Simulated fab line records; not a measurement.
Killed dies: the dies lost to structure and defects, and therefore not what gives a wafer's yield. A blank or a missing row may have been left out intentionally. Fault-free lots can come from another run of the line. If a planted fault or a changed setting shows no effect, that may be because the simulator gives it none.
Matching of chambers	flow n5-finfet	N5_MOL_CONTACT_COAG_STRIP_72 on rie-diel-04 has 4 sister chambers
The step strips in N2/H2. 8 wafers are shown with their chamber, then 12 later ones without.

## WAFERS, EACH WITH ITS CHAMBER
wafer	chamber	showerhead-plenum-p-Torr (Torr)	throttle-valve-pct (%)
L084.5	0	2.69	23.45
L086.1	3	2.52	23.58
L086.5	0	2.69	23.41
L087.5	2	2.47	23.82
L087.6	1	2.40	23.38
L089.1	1	2.40	23.37
L089.2	2	2.47	23.84
L089.5	3	2.51	23.61

## WAFERS WITHOUT THEIR CHAMBER
wafer	showerhead-plenum-p-Torr (Torr)	throttle-valve-pct (%)
L091.3	2.40	23.41
L091.4	2.51	23.56
L091.5	2.68	23.45
L092.1	2.68	23.46
L092.3	2.40	23.45
L092.5	2.47	23.86
L095.2	2.47	23.83
L095.5	2.47	23.85
L095.6	2.40	23.41
L097.2	2.39	23.41
L097.4	2.68	23.48
L097.6	2.68	23.48

## EACH ONE'S CHAMBER
wafer	from the rows above	in truth
L091.3	1	1
L091.4	3	3
L091.5	0	0
L092.1	0	0
L092.3	1	1
L092.5	2	2
L095.2	2	2
L095.5	2	2
L095.6	1	1
L097.2	1	1
L097.4	0	0
L097.6	0	0
Correctly placed: 12 of 12. Not placeable from these rows: 0. Placed wrongly: 0.
How it was worked out, from the rows above alone: a wafer's distance from a chamber is the root of the sum, over the readings, of the square of ((its reading less the chamber's mean) divided by the reading's scatter). The wafer belongs to the nearest chamber; if the next one is less than 2 further off, it can't be placed. The mean given for a chamber averages the wafers shown for that chamber. The scatter: take each reading less its chamber's mean, square it, sum over the shown wafers, divide by the number of wafers less the number of chambers, and take the root.
